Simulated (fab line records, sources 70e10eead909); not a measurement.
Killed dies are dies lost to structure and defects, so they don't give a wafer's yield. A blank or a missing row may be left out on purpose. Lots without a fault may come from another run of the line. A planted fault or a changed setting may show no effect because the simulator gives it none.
Problem report in the 8D (eight disciplines) form, filled by code | flow nand_harc | the parts of the form that need people (team, actions taken, sign-off) are left out

1. THE PROBLEM
run_length_s at NHARC_A_WL_FILL_ETCHBACK_17 reads a mean of 46.3 s on 1 wafer of 1 lot; wafers without a fault read 48.1 s with a standard deviation of 0.42. That is -4.3 standard deviations from the usual mean.
The step: etches the open film in Cl2/BCl3, target depth 4 nm, time 26.7 s.
First seen on wafer L848.6, day 28 07:10, on rie_metal-01. The record holds 36 wafers of 13 lots with a number at this step. Rule for "out", or "out of limits": more than 4 standard deviations from the usual mean. The other wafers with a number count as sound.

2. WHAT IT IS AND WHAT IT IS NOT
question                    | is                | is not
which readings at this step | run_length_s      | drypump_motor_current_A, oes_product_au
which lots                  | L848              | L834, L835, L838, L839, L840, L841, L842, L843, L844, L847, L851, L855
which wafers of those lots  | L848.6            | L848.2
read on which tools         | rie_metal-01      | rie_metal-02, rie_metal-03
when                        | from day 28 07:10 | up to then (31 sound wafers); but 4 sound wafers of L851, L855 came after

3. SUSPECTS, AND WHAT RULES EACH OUT
Counting: a tool at a process step up to the reading stays a suspect if it ran every lot that is out. Sound lots after the first of them don't rule it out here, since some wafers of a struck lot are sound.
- rie_diel-05 at NHARC_A_WL_FILL_STRIP_29 (strips in O2, time 20 s): kept. It ran the lot that is out, L848 (day 28 07:04); its last sound lot up to then is L847 (day 26 12:12).
- rie_metal-01 at NHARC_A_WL_FILL_ETCHBACK_17 (etches the open film in Cl2/BCl3, target depth 4 nm, time 26.7 s): kept. It ran the lot that is out, L848 (day 28 07:10); its last sound lot up to then is L847 (day 26 12:19). Its own readings are out on those wafers: run_length_s.
- Within rie_diel-05 at NHARC_A_WL_FILL_STRIP_29: the wafers that are out ran in chamber 1; their sound lot-mates ran in chamber 0.
Left after counting: rie_diel-05 at NHARC_A_WL_FILL_STRIP_29, rie_metal-01 at NHARC_A_WL_FILL_ETCHBACK_17.

4. THE CAUSE (what the simulator had put in)
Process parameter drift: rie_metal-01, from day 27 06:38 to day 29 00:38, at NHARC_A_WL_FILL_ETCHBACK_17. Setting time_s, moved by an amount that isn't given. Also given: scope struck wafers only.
Counting left 2 suspects, and this tool is among them.

5. THE CHAIN OF EFFECTS, in route order
Each row: a reading whose mean over the struck wafers that have a number lies more than 3 standard deviations from the usual. Only readings for which the record gives a usual standard deviation are gone through. hours: the time from each lot's start at the first step in this table that gives one to its start at this step, as a median over the lots. sigmas: the change in usual standard deviations.
hours | step                        | reading      | usual  | on struck wafers | change | sigmas
0     | NHARC_A_WL_FILL_ETCHBACK_17 | run_length_s | 48.1 s | 46.3             | -1.8   | -4.3
The process steps in it:
- NHARC_A_WL_FILL_ETCHBACK_17: etches the open film in Cl2/BCl3, target depth 4 nm, time 26.7 s.

6. WHAT WOULD HAVE CAUGHT IT SOONER
In this record the first reading out of limits was taken at day 28 07:10, 25 hours after the fault began at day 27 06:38.
